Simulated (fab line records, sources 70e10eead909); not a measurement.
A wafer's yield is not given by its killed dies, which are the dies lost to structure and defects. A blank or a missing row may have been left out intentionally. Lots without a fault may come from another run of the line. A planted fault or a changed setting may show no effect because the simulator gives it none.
Matching of chambers | flow nand-harc | ald-hk-02 running NHARC_A_WL_FILL_ALD_00: 4 sister chambers
The step deposits Al2O3, target thk 3 nm, pulse time 3 s, ald cycles 30. 18 wafers are shown with their chamber, then 9 later ones without.

## WAFERS WITH THEIR CHAMBER
wafer  | chamber | heater-power-w (W) | precursor-pulse-height-rel
L076.1 | 1       | 457                | 0.981
L076.4 | 3       | 376                | 0.989
L076.6 | 1       | 459                | 1.021
L079.1 | 2       | 467                | 0.965
L079.4 | 3       | 384                | 1.025
L079.5 | 1       | 447                | 0.992
L084.2 | 1       | 462                | 0.973
L084.3 | 0       | 445                | 1.005
L084.6 | 2       | 486                | 0.996
L085.4 | 3       | 349                | 0.993
L085.5 | 1       | 454                | 0.975
L085.6 | 0       | 452                | 1.019
L089.3 | 3       | 354                | 1.029
L089.4 | 0       | 454                | 1.012
L089.5 | 2       | 494                | 0.989
L090.2 | 3       | 359                | 1.026
L090.3 | 1       | 455                | 0.979
L090.6 | 1       | 464                | 1.005

SIGNATURES (means of the wafers above)
reading                    | chamber 0 | chamber 1 | chamber 2 | chamber 3 | scatter within a chamber
heater-power-w             | 450.33    | 456.86    | 482.33    | 364.40    | 10.4
precursor-pulse-height-rel | 1.01200   | 0.98943   | 0.98333   | 1.01240   | 0.0171
Rule: distance of a wafer from a chamber = root of the sum over the readings of ((wafer's reading minus chamber's mean) / reading's scatter) squared. If the next closest chamber is less than 2 further off than the closest, the wafer can't be placed; otherwise it belongs to the closest. The scatter: take each reading less its chamber's mean, square it, sum over the shown wafers, divide by the number of wafers less the number of chambers, and take the root.

## WAFERS WITHOUT THEIR CHAMBER
wafer  | heater-power-w (W) | precursor-pulse-height-rel
L092.3 | 357                | 0.996
L092.4 | 478                | 1.030
L092.5 | 445                | 0.984
L093.2 | 458                | 0.984
L093.3 | 449                | 1.000
L093.4 | 355                | 1.009
L094.4 | 452                | 1.025
L094.5 | 446                | 1.010
L094.6 | 359                | 1.017

## THE CHAMBER EACH PASSED THROUGH
wafer  | from the rows above          | in truth
L092.3 | 3                            | 3
L092.4 | can't be placed: 2 or 0 or 1 | 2
L092.5 | can't be placed: 1 or 0      | 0
L093.2 | can't be placed: 1 or 0      | 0
L093.3 | can't be placed: 0 or 1      | 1
L093.4 | 3                            | 3
L094.4 | can't be placed: 0 or 1      | 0
L094.5 | can't be placed: 0 or 1      | 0
L094.6 | 3                            | 3
Correct placement for 3 of the 9. Unplaceable from these rows: 6, with the true chamber sitting among the candidates in 6. 0 placed wrongly.
